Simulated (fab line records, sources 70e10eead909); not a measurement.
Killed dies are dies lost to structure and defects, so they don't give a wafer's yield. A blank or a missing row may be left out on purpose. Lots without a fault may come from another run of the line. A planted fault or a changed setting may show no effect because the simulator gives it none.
Chamber matching | flow nand_harc | NHARC_A_STAIRCASE_DESCUM_270 on rie_diel-10: 4 sister chambers
The step chemistry O2, time 3 s. 8 wafers are shown with their chamber, then 10 later ones without.

WAFERS WITH THEIR CHAMBER
wafer  | chamber | drypump_motor_current_A (A) | throttle_valve_pct (%)
L080.4 | 0       | 5.7                         | 11.315
L081.1 | 2       | 5.7                         | 11.303
L081.5 | 3       | 5.9                         | 11.301
L086.1 | 2       | 5.7                         | 11.310
L086.2 | 3       | 5.9                         | 11.309
L086.3 | 1       | 5.2                         | 11.302
L086.4 | 0       | 5.7                         | 11.311
L086.5 | 1       | 5.1                         | 11.308

WAFERS WITHOUT THEIR CHAMBER
wafer  | drypump_motor_current_A (A) | throttle_valve_pct (%)
L086.6 | 5.6                         | 11.302
L092.2 | 5.2                         | 11.301
L092.5 | 5.2                         | 11.335
L092.6 | 5.7                         | 11.319
L093.1 | 5.2                         | 11.329
L093.2 | 5.7                         | 11.319
L093.6 | 5.7                         | 11.321
L095.1 | 5.9                         | 11.305
L095.2 | 5.2                         | 11.318
L095.5 | 5.2                         | 11.313

WHICH CHAMBER EACH WENT THROUGH
wafer  | from the rows above     | in truth
L086.6 | can't be placed: 2 or 0 | 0
L092.2 | 1                       | 1
L092.5 | 1                       | 1
L092.6 | can't be placed: 0 or 2 | 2
L093.1 | 1                       | 1
L093.2 | can't be placed: 0 or 2 | 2
L093.6 | can't be placed: 0 or 2 | 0
L095.1 | 3                       | 3
L095.2 | 1                       | 1
L095.5 | 1                       | 1
Placed correctly: 6 of 10. Can't be placed from these rows: 4 (the true chamber is among the candidates in 4). Placed wrongly: 0.
How it was worked out, from the rows above alone: a wafer's distance from a chamber is the root of the sum, over the readings, of the square of ((its reading less the chamber's mean) divided by the reading's scatter). The wafer belongs to the nearest chamber; if the next one is less than 2 further off, it can't be placed. A chamber's mean is the mean of its shown wafers. The scatter: the root of (the sum of the squares of (reading less its chamber's mean) over the shown wafers, divided by (wafers less chambers)).
